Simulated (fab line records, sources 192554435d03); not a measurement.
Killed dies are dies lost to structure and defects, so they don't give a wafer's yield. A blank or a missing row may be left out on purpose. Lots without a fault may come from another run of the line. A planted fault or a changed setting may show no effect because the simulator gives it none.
A struck lot beside a sound one | flow n5_finfet | 14 steps out of a route of 1938
Sound: wafers L224.2, L224.3, L224.6. Struck: wafers L228.3, L228.5, L228.6. The cause comes at the end.
At each step with rows: each side's tool, then ch and its chambers, then its first start. Under that, the readings that differ: sound wafers | struck wafers | difference of the means | sigmas: that difference in standard deviations of wafers without a fault.
alike: readings whose means differ by less than 2 such deviations, and words and numbers that are the same on both sides. not compared: withheld readings, readings that some wafer has no value for, bounds like >300 that may hide the same value, and numbers for which the record gives no deviation and whose values overlap.
The two part at a step that has a row with sigmas, a row that says differs or no value, or rows on one side only. Numbers that don't overlap but have no deviation are shown without sigmas and don't part them. A reading that every wafer of one side lacks parts them only if that side has two wafers or more.

first, 1 step without rows for these wafers: N5_BEOL_M15_STRIP_62 (strips in O2).
N5_BEOL_M15_STRIP_37: strips in O2.
  sound on rie_diel-02 ch 1,2,3; struck on rie_diel-05 ch 0,1,2
  alike: chamber_pressure_mTorr, drypump_motor_current_A, oes_product_au, rf_vpp_V, showerhead_plenum_p_Torr, throttle_valve_pct
  not compared: rf_hours_counter_h
then, 3 steps without rows for these wafers: N5_BEOL_M15_ETCH_38 (etches SiCN in CF4/N2, target depth 106.4 nm, time 120.5 s); N5_BEOL_M15_PRECLEAN_39 (cleans in residue remover, time 60 s); N5_BEOL_M15_SRD_40 (time 30 s, dry time 30 s).
N5_BEOL_M15_DEGAS_41: time 60 s.
  sound on pvd_sputter-02, day 14 13:42; struck on pvd_sputter-02, day 15 12:50
  alike: heater_power_w
then, 1 step without rows for these wafers: N5_BEOL_M15_PRE_CLEAN_42 (time 30 s).
N5_BEOL_M15_SPUTTER_43: material TaN, target thk 15 nm, time 24.19 s.
  sound on pvd_sputter-02, day 14 13:47; struck on pvd_sputter-02, day 15 12:55
  alike: bias_v, throttle_valve_pct
then, 1 step without rows for these wafers: N5_BEOL_M15_SPUTTER_44 (material Ta, target thk 15 nm, time 24.19 s).
N5_BEOL_M15_SPUTTER_45: material Cu, target thk 100 nm, time 16.67 s.
  sound on pvd_sputter-02, day 14 13:56; struck on pvd_sputter-02, day 15 13:04
  alike: bias_v, throttle_valve_pct
then, 1 step without rows for these wafers: N5_BEOL_M15_ECD_47 (material Cu, target thk 1860 nm).
N5_BEOL_M15_ANNEAL_48: time 90 s.
  sound on rtp_anneal-02 ch 0, day 14 14:20; struck on rtp_anneal-01 ch 0, day 15 14:24
  alike: wafer_temp_C_max
N5_BEOL_M15_CMP_49: polishes, stops on SiO2, t overpolish 4.9 s, target thk 850 nm.
  sound on cmp-03 ch 1,2,3, day 14 14:36; struck on cmp-03 ch 0,2,3, day 15 14:41
  reading                      | sound             | struck            | difference | sigmas
  barrier_field_endpoint_s (s) | 11.52 11.48 11.40 | 11.97 12.27 11.88 | +0.57      | +2
  platen_rpm (rpm)             | 80.00 80.01 80.03 | 76.76 76.75 76.87 | -3.22      | -60
  alike: edge_zone_pressure_frac, motor_current_A, overpolish_run_s
N5_PASSIVATION_PROBE_49:
  the record has rows for the sound wafers here (prober-01, day 15 03:17) and none for the struck ones

WHERE THEY PART
First at N5_BEOL_M15_CMP_49; last, within this record, at N5_PASSIVATION_PROBE_49.

WHY: what the simulator had put in
Process parameter drift: cmp-03, from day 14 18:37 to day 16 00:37, at N5_BEOL_M15_CMP_49. Setting platen_rpm, moved by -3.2, from 80. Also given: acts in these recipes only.
